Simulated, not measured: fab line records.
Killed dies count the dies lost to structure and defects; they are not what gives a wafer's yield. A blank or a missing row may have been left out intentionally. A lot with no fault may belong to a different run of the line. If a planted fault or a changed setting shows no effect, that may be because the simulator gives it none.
fab line records	flow n5Finfet
record lots=10	wafers=26	lastDay=17
route steps=1938 shown FIN_SAQP@124 BEOL_M4@1111 PASSIVATION@1936
lots with no fault: from the same line, run without faults
startH: start of the lot's first displayed wafer, in hours after the record's first day	waitH: time in hours since the lot's previous step	" same as the row above	L1.1+2: several wafers, shown together as one row	- no value present, or no start provided	* or withheld: withheld	< > ~ a bound
route shown NAME@n: NAME is a module with steps in the file, n the number in the route of the first one	usual: mean/standard deviation taken from wafers without a fault	same: alike in all rows	chamber/n: place in a boat	sites: the reading at each site	_std_site: their standard deviation	_edge_site: mean of outer sites minus mean of inner sites	radiusMm: how far each site lies from the wafer's centre	mask NAME#n: copy n	behind: the most recent tool/chamber to have shaped the wafer	hold: the reason the lot was held/the length of the hold in hours/how it ended	device: which transistor (n, p or np) failed to switch	end of line: tests run on the same wafers once the route is complete	step lacking rows: just its recipe	killed: dies that structure and defects cost at the first sort, which is not the same as the wafer's yield	map: dies across one wafer; x = killed, . = not, _ = none there
set.NAME: the run value of the setting; set.NAME@STEP: its run value at that earlier step	model.NAME: the simulator's own value behind a step, which no gauge read
route steps across a sampled set of lots; one table per step, one row per wafer
services: a tool's chamber out of use, with start hour (startH, from the record's first day; less than 0 if before it), hours out, and reason
## steps
# step N5_FIN_SAQP_RECESS_75
# recipe chemistry=HF/NH3	target=SiO2	targetDepthA=144	afsCycles=3	tempC=30	sublimationTempC=180	sublimationTimeS=60
# usual drypumpMotorCurrentA=5.7/0.31	sublimationTempC=179.98/0.17
lot.wafer	tool	chamber	startH	waitH	drypumpMotorCurrentA	sublimationTempC
L115.2	vaporEtch-02	0	28.52	0.0	5.3	180.01
L115.5	"	0	"	"	5.3	179.88
L115.6	"	1	"	"	6.0	180.02
L117.2	vaporEtch-02	0	40.94	0.0	5.3	180.02
L117.4	"	0	"	"	5.3	180.05
L117.6	"	0	"	"	5.3	179.79
L118.4	vaporEtch-01	0	46.99	0.1	5.6	179.86
L118.5	"	1	"	"	5.9	179.92
L118.6	"	0	"	"	5.6	179.79
L120.2	vaporEtch-01	1	58.77	0.0	5.9	179.81
L120.3	"	0	"	"	5.6	180.34
L120.6	"	1	"	"	5.9	179.54
L124.1	vaporEtch-02	1	83.09	0.0	6.0	180.05
L124.5	"	1	"	"	6.0	179.92
L127.1	vaporEtch-02	0	104.29	0.0	5.2	179.93
L127.6	"	1	"	"	6.0	179.88
L128.4	vaporEtch-01	1	107.99	0.1	5.9	180.12
L128.5	"	1	"	"	5.9	179.88
L128.6	"	0	"	"	5.6	180.13
L133.2	vaporEtch-02	1	136.63	0.0	6.0	179.79
L133.3	"	0	"	"	5.2	180.09
L136.1	vaporEtch-01	1	155.94	0.0	5.9	180.29
L136.4	"	1	"	"	5.9	180.15
L136.6	"	1	"	"	5.8	180.12
L137.4	vaporEtch-02	1	161.31	0.1	6.0	180.03
L137.6	"	0	"	"	5.2	180.06
# step N5_FIN_SAQP_ETCH_34
# recipe chemistry=C4F6/O2	target=SiO2	targetDepthA=450	timeS=15	ionEnergyEv=250	pressureMtorr=30	sourceW=345	biasW=185	Ar_flow_sccm=300	C4F6_flow_sccm=10	O2_flow_sccm=10	ends=cleared
# usual C4F6_flow_sccm=9.999/0.029	drypumpMotorCurrentA=5.6/0.47	etchRfOnTimeS=15.1/0.32	oesProductAu=0.66/0.093	rfVppV=668/15	showerheadPlenumPTorr=2.86/0.066	throttleValvePct=21.15/0.22
lot.wafer	tool	chamber	startH	waitH	C4F6_flow_sccm	drypumpMotorCurrentA	etchRfOnTimeS	oesProductAu	rfHoursCounterH	rfVppV	showerheadPlenumPTorr	throttleValvePct
L115.2	rieDiel-06	1	31.76	0.0	10.008	5.9	15.3	0.61	175	661	2.84	21.39
L115.5	"	1	"	"	10.007	5.9	15.3	0.61	-	660	2.84	21.39
L115.6	"	2	"	"	9.983	4.7	14.7	0.61	-	649	2.80	21.21
L117.2	rieDiel-03	2	44.01	0.0	9.945	5.8	15.3	0.59	244	682	2.92	21.09
L117.4	"	1	"	"	9.986	5.9	15.1	0.60	218	664	2.79	21.21
L117.6	"	2	"	"	9.982	5.8	15.2	0.58	-	683	2.92	21.09
L118.4	rieDiel-05	3	51.14	0.0	10.047	6.1	15.5	0.63	-	662	2.84	21.16
L118.5	"	1	"	"	10.046	5.1	15.2	0.58	-	687	2.90	21.16
L118.6	"	2	"	"	10.001	4.8	14.5	0.67	-	635	2.75	21.11
L120.2	rieDiel-03	1	61.80	0.0	9.998	5.9	14.9	0.60	226	664	2.78	21.23
L120.3	"	0	"	"	10.005	6.3	15.3	0.58	234	682	2.84	21.53
L120.6	"	0	"	"	10.050	6.3	15.3	0.58	-	681	2.84	21.53
L124.1	rieDiel-05	2	86.40	0.0	9.972	4.8	14.6	0.67	130	633	2.74	21.14
L124.5	"	1	"	"	9.927	5.1	15.3	0.82	-	687	2.90	20.79
L127.1	rieDiel-05	3	110.42	0.0	10.017	6.1	15.8	0.61	173	663	2.83	21.17
L127.6	"	1	"	"	10.023	5.1	15.3	0.78	-	689	2.89	20.81
L128.4	rieDiel-05	2	113.86	0.0	10.035	4.8	14.8	0.65	141	634	2.74	21.15
L128.5	"	2	"	"	10.068	4.8	14.8	0.65	-	634	2.74	21.15
L128.6	"	1	"	"	10.023	5.1	15.3	0.77	-	687	2.89	20.80
L133.2	rieDiel-05	2	139.84	0.0	9.980	4.9	14.5	0.65	151	633	2.73	21.16
L133.3	"	0	"	"	9.953	5.9	14.6	0.77	30	657	2.80	21.19
L136.1	rieDiel-03	1	159.15	0.0	9.975	5.9	14.7	0.83	4	663	2.77	20.83
L136.4	"	2	"	"	10.012	5.8	14.7	0.78	-	680	2.90	20.85
L136.6	"	3	"	"	9.962	5.5	15.0	0.60	-	681	2.89	21.18
L137.4	rieDiel-03	1	164.62	0.0	9.973	5.9	14.6	0.82	-	664	2.77	20.84
L137.6	"	3	"	"	9.984	5.5	15.1	0.59	-	681	2.89	21.19
# step N5_FIN_SAQP_ETCH_64
# recipe chemistry=CF4	target=SiO2	targetDepthA=15	ionEnergyEv=350	pressureMtorr=10	icpW=800	biasW=400	cf4FlowSccm=80
# usual drypumpMotorCurrentA=5.7/0.51	oesProductAu=0.992/0.017	throttleValvePct=21.74/0.21
lot.wafer	tool	chamber	startH	waitH	drypumpMotorCurrentA	oesProductAu	rfHoursCounterH	throttleValvePct
L115.2	rieSi-03	1	31.96	0.0	6.6	0.971	68	21.79
L115.5	"	2	"	"	5.5	0.984	-	21.77
L115.6	"	3	"	"	5.9	1.008	-	21.41
L117.2	rieSi-05	1	44.20	0.0	6.5	1.003	106	21.52
L117.4	"	2	"	"	5.6	0.973	167	21.97
L117.6	"	0	"	"	6.2	1.015	-	21.86
L118.4	rieSi-01	3	51.33	0.0	5.4	1.010	104	22.26
L118.5	"	2	"	"	5.6	0.980	-	21.55
L118.6	"	1	"	"	5.3	1.023	-	21.46
L120.2	rieSi-01	1	61.99	0.0	5.3	1.030	104	21.46
L120.3	"	2	"	"	5.7	0.972	110	21.56
L120.6	"	0	"	"	5.9	0.989	-	21.80
L124.1	rieSi-03	2	86.60	0.0	5.5	0.992	145	21.77
L124.5	"	1	"	"	6.6	0.964	-	21.80
L127.1	rieSi-03	3	110.62	0.0	6.0	1.000	57	21.40
L127.6	"	2	"	"	5.5	0.983	-	21.78
L128.4	rieSi-01	2	114.06	0.0	5.7	0.976	111	21.56
L128.5	"	2	"	"	5.6	0.979	-	21.56
L128.6	"	1	"	"	5.3	1.031	-	21.48
L133.2	rieSi-05	1	140.04	0.0	6.5	0.997	108	21.52
L133.3	"	0	"	"	6.2	1.025	68	21.87
L136.1	rieSi-05	2	159.35	0.0	5.6	0.978	169	21.99
L136.4	"	1	"	"	6.5	0.984	108	21.52
L136.6	"	2	"	"	5.6	0.984	-	21.98
L137.4	rieSi-03	2	164.81	0.0	5.5	0.996	147	21.78
L137.6	"	0	"	"	5.0	0.983	-	21.88
# step N5_FIN_SAQP_FIN_ETCH_36
# recipe chemistry=HBr/Cl2/O2	targetDepthA=1200	maskMaterial=SiNx	timeS=50.4	biasW=102	pressureMtorr=10	icpW=800	HBr_flow_sccm=150	Cl2_flow_sccm=80	O2_flow_sccm=12
# usual drypumpMotorCurrentA=5.7/0.52	oesProductAu=0.997/0.016	throttleValvePct=36.0/0.34
lot.wafer	tool	chamber	startH	waitH	drypumpMotorCurrentA	oesProductAu	rfHoursCounterH	throttleValvePct
L115.2	rieSi-03	1	31.98	0.0	6.6	0.979	68	36.2
L115.5	"	2	"	"	5.5	1.013	-	35.9
L115.6	"	3	"	"	6.0	1.008	-	35.7
L117.2	rieSi-05	1	44.22	0.0	6.4	1.001	106	36.2
L117.4	"	2	"	"	5.6	0.977	167	36.1
L117.6	"	0	"	"	6.2	1.018	-	36.2
L118.4	rieSi-01	3	51.35	0.0	5.4	0.993	104	36.5
L118.5	"	2	"	"	5.7	0.988	-	35.9
L118.6	"	1	"	"	5.3	1.020	-	35.1
L120.2	rieSi-01	1	62.01	0.0	5.3	1.021	104	35.0
L120.3	"	2	"	"	5.7	0.996	110	35.9
L120.6	"	0	"	"	5.9	0.993	-	36.2
L124.1	rieSi-03	2	86.62	0.0	5.5	1.365	145	35.3
L124.5	"	1	"	"	6.6	1.347	-	35.5
L127.1	rieSi-03	3	110.64	0.0	6.0	1.402	57	35.0
L127.6	"	2	"	"	5.5	0.987	-	35.9
L128.4	rieSi-01	2	114.08	0.0	5.7	0.985	111	36.0
L128.5	"	2	"	"	5.7	0.983	-	36.0
L128.6	"	1	"	"	5.4	1.013	-	35.1
L133.2	rieSi-05	1	140.06	0.0	6.5	0.997	108	36.1
L133.3	"	0	"	"	6.2	1.024	68	36.2
L136.1	rieSi-05	2	159.37	0.0	5.6	0.995	169	36.1
L136.4	"	1	"	"	6.5	1.003	108	36.2
L136.6	"	2	"	"	5.6	0.986	-	36.1
L137.4	rieSi-03	2	164.83	0.0	5.5	1.008	147	35.9
L137.6	"	0	"	"	5.0	0.997	-	36.3
# step N5_FIN_SAQP_OCD_MEAS_76
# usual trenchDepthNm=119.7/2.8
lot.wafer	tool	chamber	startH	waitH	trenchDepthNm
L115.2	ocd-01	-	32.21	0.0	117.2
L115.5	"	-	"	"	119.6
L115.6	"	-	"	"	119.7
L117.2	ocd-01	-	44.44	0.0	117.2
L117.4	"	-	"	"	116.4
L117.6	"	-	"	"	125.8
L118.4	ocd-01	-	51.57	0.0	120.4
L118.5	"	-	"	"	118.3
L118.6	"	-	"	"	122.7
L120.2	ocd-02	-	62.24	0.0	123.8
L120.3	"	-	"	"	118.2
L120.6	"	-	"	"	119.8
L124.1	ocd-01	-	86.84	0.0	181.3
L124.5	"	-	"	"	183.7
L127.1	ocd-01	-	110.90	0.0	184.0
L127.6	"	-	"	"	116.8
L128.4	ocd-01	-	114.31	0.0	117.4
L128.5	"	-	"	"	117.5
L128.6	"	-	"	"	122.3
L133.2	ocd-02	-	140.28	0.0	117.6
L133.3	"	-	"	"	127.7
L136.1	ocd-01	-	159.59	0.0	117.1
L136.4	"	-	"	"	116.9
L136.6	"	-	"	"	116.1
L137.4	ocd-02	-	165.06	0.0	119.3
L137.6	"	-	"	"	122.8
# step N5_BEOL_M4_RC_MEAS_101
# usual DIBL_N=36.9/2.1	DIBL_P=37.1/2.5	IOFF_N=0.17/0.039	IOFF_P=0.23/0.043	ION_N=673/15	ION_P=462/9.1	SS_N=71.8/0.69	SS_P=73.6/0.74	VT_N=250/3.6	VT_P=-249.7/2.9
lot.wafer	tool	chamber	startH	waitH	DIBL_N[mV/V]	DIBL_P[mV/V]	IOFF_N[nA/um]	IOFF_P[nA/um]	ION_N[uA/um]	ION_P[uA/um]	SS_N[mV/dec]	SS_P[mV/dec]	VT_N[mV]	VT_P[mV]
L115.2	prober-02	0	177.83	0.2	35.1	37.0	0.16	0.24	691	474	71.2	74.0	251	-247.6
L115.5	"	0	"	"	36.0	36.9	0.15	0.23	666	459	71.7	73.6	253	-248.0
L115.6	"	0	"	"	34.3	35.4	0.14	0.20	674	464	71.2	73.3	249	-248.0
L117.2	prober-01	0	180.79	0.2	33.5	33.0	0.12	0.17	677	465	70.8	72.1	254	-252.8
L117.4	"	0	"	"	35.6	35.0	0.15	0.19	665	453	71.1	72.9	249	-252.3
L117.6	"	0	"	"	35.8	35.6	0.14	0.19	667	452	70.7	73.2	251	-250.6
L118.4	prober-02	0	197.94	0.5	35.4	35.1	0.14	0.20	662	456	71.9	74.4	255	-251.6
L118.5	"	0	"	"	34.6	34.5	0.14	0.19	659	451	72.0	73.8	254	-250.6
L118.6	"	0	"	"	37.6	37.6	0.18	0.22	683	469	72.3	74.3	251	-250.2
L120.2	prober-01	0	198.34	0.2	35.2	34.9	0.13	0.19	657	453	71.6	72.6	254	-252.9
L120.3	"	0	"	"	38.6	38.4	0.20	0.26	673	462	71.9	73.9	250	-246.8
L120.6	"	0	"	"	39.4	39.8	0.21	0.27	680	467	71.9	73.5	245	-245.6
L124.1	prober-02	0	230.13	0.0	34.0	33.9	0.12	0.19	658	467	71.5	73.7	258	-253.2
L124.5	"	0	"	"	36.0	36.3	0.16	0.23	679	476	71.5	73.2	249	-251.0
L127.1	prober-01	0	250.85	0.0	34.8	34.9	0.12	0.19	663	459	71.7	73.2	257	-255.5
L127.6	"	0	"	"	37.2	37.6	0.15	0.23	675	472	71.5	73.6	254	-250.4
L128.4	prober-01	0	257.96	0.5	38.0	37.7	0.16	0.23	663	456	71.7	73.1	253	-248.8
L128.5	"	0	"	"	36.4	35.8	0.13	0.19	664	461	70.7	73.1	257	-252.7
L128.6	"	0	"	"	38.3	39.0	0.18	0.26	683	469	71.3	74.0	250	-245.5
L133.2	prober-01	0	284.13	0.2	40.9	43.4	0.28	0.34	707	486	74.2	75.1	243	-244.5
L133.3	"	0	"	"	39.5	40.8	0.22	0.28	682	456	73.1	75.3	244	-247.6
L136.1	prober-02	0	302.10	0.0	37.3	35.9	0.17	0.21	681	462	72.1	73.4	248	-250.6
L136.4	"	0	"	"	33.3	32.1	0.11	0.15	664	455	70.4	72.4	254	-254.1
L136.6	"	0	"	"	37.4	37.0	0.19	0.23	700	474	71.9	73.5	245	-250.7
L137.4	prober-01	0	302.64	0.5	34.0	35.0	0.15	0.20	686	473	71.6	73.2	247	-249.2
L137.6	"	0	"	"	39.7	42.6	0.27	0.35	712	485	73.2	75.6	242	-245.4
# step N5_PASSIVATION_PROBE_49
# usual defectLimitedYield=91.3/1.4	killed_at_M0_to_M3=32/9.5	killed_at_M4_up=14/5.2	killedAtContacts=13/5.7	killedAtFrontEnd=41/12	killedAtOther=3.5/2.6	killedDies=103/17	killedOpen=68/14	killedShort=32/7	sort_bin_4_leakage=0.01/0.051	sort_bin_5_function=5.0/0.91	sort_bin_6_memory=3.3/0.7	sort_bin_8_speed=0.03/0.22	sortNPass=1076/17	sortYieldPct=91.2/1.4
# same grossDies=1180	killedAtBackSide=0
lot.wafer	tool	chamber	startH	waitH	defectLimitedYield[%]	killed_at_M0_to_M3	killed_at_M4_up	killedAtContacts	killedAtFrontEnd	killedAtOther	killedDies	killedOpen	killedShort	sort_bin_4_leakage[%]	sort_bin_5_function[%]	sort_bin_6_memory[%]	sort_bin_8_speed[%]	sortNPass	sortYieldPct[%]
L115.2	prober-02	-	274.03	0.1	92.4	30	24	8	28	0	90	69	20	0	5.0	2.3	0	1090	92.4
L115.5	prober-02	-	274.18	0.2	91.9	44	18	12	18	3	95	61	33	0	5.1	2.6	0	1085	91.9
L115.6	prober-02	-	274.23	0.3	93.1	32	13	11	24	2	82	51	27	0	4.1	2.5	0.08	1098	93.1
L120.2	prober-02	-	303.08	0.1	93.0	29	9	11	33	1	83	53	30	0	4.1	2.8	0	1097	93.0
L120.3	prober-02	-	303.13	0.2	92.8	27	8	6	41	3	85	52	31	0	4.2	2.5	0.08	1095	92.8
L120.6	prober-02	-	303.28	0.3	91.8	35	10	2	48	2	97	59	31	0	4.1	3.2	0	1083	91.8
L124.1	prober-01	-	331.17	0.0	92.6	26	8	21	32	0	87	57	28	0	4.4	2.5	0	1093	92.6
L124.5	prober-01	-	331.37	0.2	91.4	20	12	7	63	0	102	72	29	0	4.1	4.3	0	1078	91.4
L127.1	prober-01	-	355.51	0.0	92.4	25	8	4	51	2	90	50	31	0	4.2	2.5	0	1090	92.4
L127.6	prober-01	-	355.76	0.3	92.9	23	7	12	40	2	84	52	29	0	4.2	2.5	0	1096	92.9
L133.2	prober-01	-	389.95	0.1	90.1	33	22	14	40	8	117	75	36	0.08	5.8	3.6	0	1062	90.0
L133.3	prober-01	-	390.00	0.1	89.3	32	28	18	46	2	126	77	37	0	6.0	3.6	0	1054	89.3
L136.1	prober-02	-	407.16	0.0	89.2	26	19	27	51	4	127	75	43	0	5.7	3.9	0.08	1053	89.2
L136.4	prober-02	-	407.31	0.2	91.1	35	9	17	40	4	105	64	33	0	5.0	3.1	0	1075	91.1
L136.6	prober-02	-	407.41	0.3	90.3	37	13	19	45	0	114	79	31	0	5.5	3.7	0	1066	90.3
L137.4	prober-02	-	408.95	0.2	92.9	42	9	9	22	2	84	63	21	0	4.1	3.0	0	1096	92.9
L137.6	prober-02	-	409.05	0.3	91.9	45	7	18	22	4	96	65	29	0.25	3.9	3.7	0	1081	91.6
# killed by level:class
L115.2 BEOL_M4:geometricParticle:open=14 BEOL_M3:geometricParticle:open=11 BEOL_M0_SAQP:geometricParticle:open=8 MOL_CONTACT_COAG:geometricParticle:open=6 STI_FIN_REVEAL:geometricParticle:open=5 DUMMY_GATE:geometricParticle:open=5 STARTING-WAFER:geometricParticle:short=4 GATE_CUT:geometricParticle:open=3
L115.5 BEOL_M1:geometricParticle:open=11 MOL_CONTACT_COAG:geometricParticle:open=10 BEOL_M4:geometricParticle:open=9 BEOL_M0_SAQP:geometricParticle:open=8 BEOL_M2:geometricParticle:open=6 BEOL_M2:geometricParticle:short=5 FIN_SAQP:geometricParticle:short=4 GATE_CUT:geometricParticle:short=4
L115.6 MOL_CONTACT_COAG:geometricParticle:open=9 BEOL_M2:geometricParticle:open=9 BEOL_M3:geometricParticle:open=7 BEOL_M4:geometricParticle:open=6 GATE_CUT:geometricParticle:open=5 BEOL_M0_SAQP:geometricParticle:short=4 STI_FIN_REVEAL:geometricParticle:short=3 GATE_CUT:geometricParticle:short=3
L120.2 FIN_SAQP:geometricParticle:short=15 BEOL_M3:geometricParticle:open=8 MOL_CONTACT_COAG:geometricParticle:open=6 STI_FIN_REVEAL:geometricParticle:open=5 MOL_CONTACT_COAG:geometricParticle:short=5 BEOL_M0_SAQP:geometricParticle:open=5 BEOL_M1:geometricParticle:open=5 BEOL_M5:geometricParticle:open=5
L120.3 FIN_SAQP:geometricParticle:open=10 FIN_SAQP:geometricParticle:short=7 BEOL_M1:geometricParticle:open=7 STI_FIN_REVEAL:geometricParticle:open=6 MOL_CONTACT_COAG:geometricParticle:open=4 BEOL_M0_SAQP:geometricParticle:short=4 BEOL_M3:geometricParticle:open=4 DUMMY_GATE:geometricParticle:open=3
L120.6 STI_FIN_REVEAL:geometricParticle:open=12 FIN_SAQP:geometricParticle:short=9 BEOL_M0_SAQP:geometricParticle:open=7 BEOL_M2:geometricParticle:open=7 HKMG_FIN:areaEtch=6 FIN_SAQP:geometricParticle:open=4 BEOL_M0_SAQP:geometricParticle:short=4 BEOL_M0:geometricParticle:open=4
L124.1 MOL_CONTACT_COAG:geometricParticle:open=16 BEOL_M0_SAQP:geometricParticle:short=9 STI_FIN_REVEAL:geometricParticle:open=7 BEOL_M2:geometricParticle:open=6 STI_FIN_REVEAL:geometricParticle:short=5 MOL_CONTACT_COAG:geometricParticle:short=5 BEOL_M4:geometricParticle:open=5 STARTING-WAFER:geometricParticle:open=5
L124.5 STI_FIN_REVEAL:geometricParticle:open=23 FIN_SAQP:geometricParticle:short=11 FIN_SAQP:geometricParticle:open=9 BEOL_M1:geometricParticle:open=7 BEOL_M4:geometricParticle:open=7 STI_FIN_REVEAL:geometricParticle:short=6 MOL_CONTACT_COAG:geometricParticle:open=6 BEOL_M3:geometricParticle:open=6
L127.1 FIN_SAQP:geometricParticle:short=12 FIN_SAQP:geometricParticle:open=8 HKMG_FIN:areaEtch=8 STI_FIN_REVEAL:geometricParticle:open=7 BEOL_M0_SAQP:geometricParticle:open=6 BEOL_M3:geometricParticle:open=6 DUMMY_GATE:geometricParticle:open=5 BEOL_M0_SAQP:geometricParticle:short=4
L127.6 FIN_SAQP:geometricParticle:short=14 FIN_SAQP:geometricParticle:open=11 MOL_CONTACT_COAG:geometricParticle:open=9 DUMMY_GATE:geometricParticle:open=5 BEOL_M2:geometricParticle:open=5 BEOL_M1:geometricParticle:open=4 GATE_CUT:geometricParticle:short=3 MOL_CONTACT_COAG:geometricParticle:short=3
L133.2 FIN_SAQP:geometricParticle:open=16 BEOL_M4:geometricParticle:open=12 BEOL_M2:geometricParticle:open=11 MOL_CONTACT_COAG:geometricParticle:open=9 BEOL_M0_SAQP:geometricParticle:open=8 FIN_SAQP:geometricParticle:short=7 GATE_CUT:geometricParticle:short=6 MOL_CONTACT_COAG:geometricParticle:short=5
L133.3 MOL_CONTACT_COAG:geometricParticle:open=14 FIN_SAQP:geometricParticle:open=12 BEOL_M4:geometricParticle:open=11 BEOL_M0_SAQP:geometricParticle:open=8 BEOL_M0_SAQP:geometricParticle:short=8 HKMG_FIN:areaEtch=8 FIN_SAQP:geometricParticle:short=7 STI_FIN_REVEAL:geometricParticle:open=7
L136.1 MOL_CONTACT_COAG:geometricParticle:open=19 MOL_CONTACT_COAG:geometricParticle:short=8 HKMG_FIN:areaEtch=8 FIN_SAQP:geometricParticle:open=7 DUMMY_GATE:geometricParticle:open=7 BEOL_M0_SAQP:geometricParticle:open=7 FIN_SAQP:geometricParticle:short=6 BEOL_M0_SAQP:geometricParticle:short=6
L136.4 MOL_CONTACT_COAG:geometricParticle:open=12 FIN_SAQP:geometricParticle:open=9 FIN_SAQP:geometricParticle:short=8 BEOL_M2:geometricParticle:open=8 BEOL_M0_SAQP:geometricParticle:open=7 HKMG_FIN:areaEtch=6 MOL_CONTACT_COAG:geometricParticle:short=5 BEOL_M0_SAQP:geometricParticle:short=5
L136.6 MOL_CONTACT_COAG:geometricParticle:open=14 BEOL_M0_SAQP:geometricParticle:open=10 BEOL_M2:geometricParticle:open=10 DUMMY_GATE:geometricParticle:open=8 FIN_SAQP:geometricParticle:open=7 BEOL_M0_SAQP:geometricParticle:short=7 FIN_SAQP:geometricParticle:short=6 GATE_CUT:geometricParticle:open=6
L137.4 BEOL_M1:geometricParticle:open=12 BEOL_M2:geometricParticle:open=12 MOL_CONTACT_COAG:geometricParticle:open=8 BEOL_M0_SAQP:geometricParticle:open=7 GATE_CUT:geometricParticle:short=4 GATE_CUT:geometricParticle:open=4 BEOL_M1:geometricParticle:short=3 BEOL_M4:geometricParticle:open=3
L137.6 MOL_CONTACT_COAG:geometricParticle:open=14 BEOL_M2:geometricParticle:open=12 BEOL_M1:geometricParticle:open=9 BEOL_M3:geometricParticle:open=7 GATE_CUT:geometricParticle:short=6 BEOL_M0_SAQP:geometricParticle:short=6 MOL_CONTACT_COAG:geometricParticle:short=4 BEOL_M0_SAQP:geometricParticle:open=4
## services
tool	chamber	startH	hours	kind
rieDiel-06	-	9.96	2.8	pm
vaporEtch-01	1	14.63	10.4	repair
rieDiel-05	0	42.73	-	clean
rieDiel-05	0	42.73	-	consumableReplace:focusRing
rieDiel-05	0	42.73	14.6	scheduledDown
rieDiel-05	0	42.73	14.6	ventCycle
rieSi-01	0	52.51	6.1	repair
rieSi-01	3	56.00	24.3	repair
rieDiel-03	2	58.66	-	clean
rieDiel-03	2	58.66	-	consumableReplace:focusRing
rieDiel-03	2	58.66	30.3	scheduledDown
rieDiel-03	2	58.66	30.3	ventCycle
rieDiel-05	1	69.95	-	clean
rieDiel-05	1	69.95	-	consumableReplace:focusRing
rieDiel-03	0	77.63	53.1	repair
vaporEtch-01	-	87.23	0.1	repair
rieSi-05	3	96.32	5.7	repair
rieDiel-03	2	97.15	3.3	repair
rieDiel-06	0	100.78	9.1	repair
rieDiel-06	-	119.48	4.4	repair
rieDiel-06	0	124.63	1.7	repair
rieDiel-03	1	130.75	-	clean
rieDiel-03	-	158.24	0.4	repair
vaporEtch-01	-	164.70	0.3	repair
## key
firstSign step=N5_FIN_SAQP_FIN_ETCH_36	reading=oesProductAu	direction=up	sigmas=24	usual=0.997	struck=1.371
effect step=N5_FIN_SAQP_FIN_ETCH_36	reading=throttleValvePct	direction=down	sigmas=2.2	usual=*	struck=*
effect step=N5_FIN_SAQP_OCD_MEAS_76	reading=trenchDepthNm	direction=up	sigmas=23	usual=119.7	struck=183.0
metAt N5_FIN_SAQP_FIN_ETCH_36
struckLots L124,L127
struckWafers L124.1,L124.5,L127.1
notActingAt N5_FIN_SAQP_RECESS_75,N5_FIN_SAQP_ETCH_34,N5_FIN_SAQP_ETCH_64
onsetBetween 31.98 86.62
fault kind=processParameterDrift	tool=rieSi-03	chamber=-	onsetH=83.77	steps=N5_FIN_SAQP_FIN_ETCH_36	channel=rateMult	offset=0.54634	shape=step	endH=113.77	scope=struckWafersOnly
